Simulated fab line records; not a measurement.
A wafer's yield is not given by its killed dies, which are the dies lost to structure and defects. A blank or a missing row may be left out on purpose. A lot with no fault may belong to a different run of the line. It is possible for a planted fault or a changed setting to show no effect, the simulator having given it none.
Chamber matching + flow n5_finfet + N5_HKMG_FIN_PWFM_ALD_03 on ald_metal-03 has 4 sister chambers
The step deposits TiN, target thk 2 nm, pulse time 1 s, purge time 3 s. 8 wafers are shown with their chamber, then 8 later ones without.

EACH WAFER AND ITS CHAMBER
| wafer  | chamber | heater_power_w (W) | precursor_pulse_height_rel |
|--------|---------|--------------------|----------------------------|
| L082.6 | 3       | 902                | 1.009                      |
| L084.4 | 0       | 1040               | 1.000                      |
| L084.6 | 0       | 1056               | 1.007                      |
| L085.6 | 3       | 877                | 1.016                      |
| L091.2 | 2       | 924                | 1.010                      |
| L091.3 | 1       | 939                | 1.016                      |
| L091.6 | 1       | 932                | 1.020                      |
| L094.1 | 2       | 947                | 0.984                      |

WAFERS MISSING THEIR CHAMBER
| wafer  | heater_power_w (W) | precursor_pulse_height_rel |
|--------|--------------------|----------------------------|
| L094.5 | 936                | 0.987                      |
| L094.6 | 892                | 0.999                      |
| L095.1 | 948                | 1.009                      |
| L095.3 | 892                | 0.971                      |
| L095.4 | 1024               | 1.010                      |
| L096.1 | 933                | 0.976                      |
| L096.3 | 894                | 0.990                      |
| L096.4 | 1057               | 1.015                      |

EACH ONE'S CHAMBER
| wafer  | from the rows above          | in truth                   |
|--------|------------------------------|----------------------------|
| L094.5 | 2                            | 2                          |
| L094.6 | can't be placed: 3 or 2      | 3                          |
| L095.1 | can't be placed: 1 or 2      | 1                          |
| L095.3 | can't be placed: 2 or 3 or 1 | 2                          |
| L095.4 | 0                            | 0                          |
| L096.1 | 2                            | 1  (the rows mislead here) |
| L096.3 | can't be placed: 3 or 2 or 1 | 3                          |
| L096.4 | 0                            | 0                          |
Correctly placed: 3 of 8. Cannot be placed on the basis of these rows: 4; the candidates contain the true chamber in 4. 1 placed wrongly.
How it was worked out, from the rows above alone: a wafer's distance from a chamber is the root of the sum, over the readings, of the square of ((its reading less the chamber's mean) divided by the reading's scatter). If the next closest chamber is less than 2 further off than the closest, the wafer can't be placed; otherwise it belongs to the closest. For every chamber, the mean is computed from those of its wafers that are shown. The scatter: the root of (the sum of the squares of (reading less its chamber's mean) over the shown wafers, divided by (wafers less chambers)).
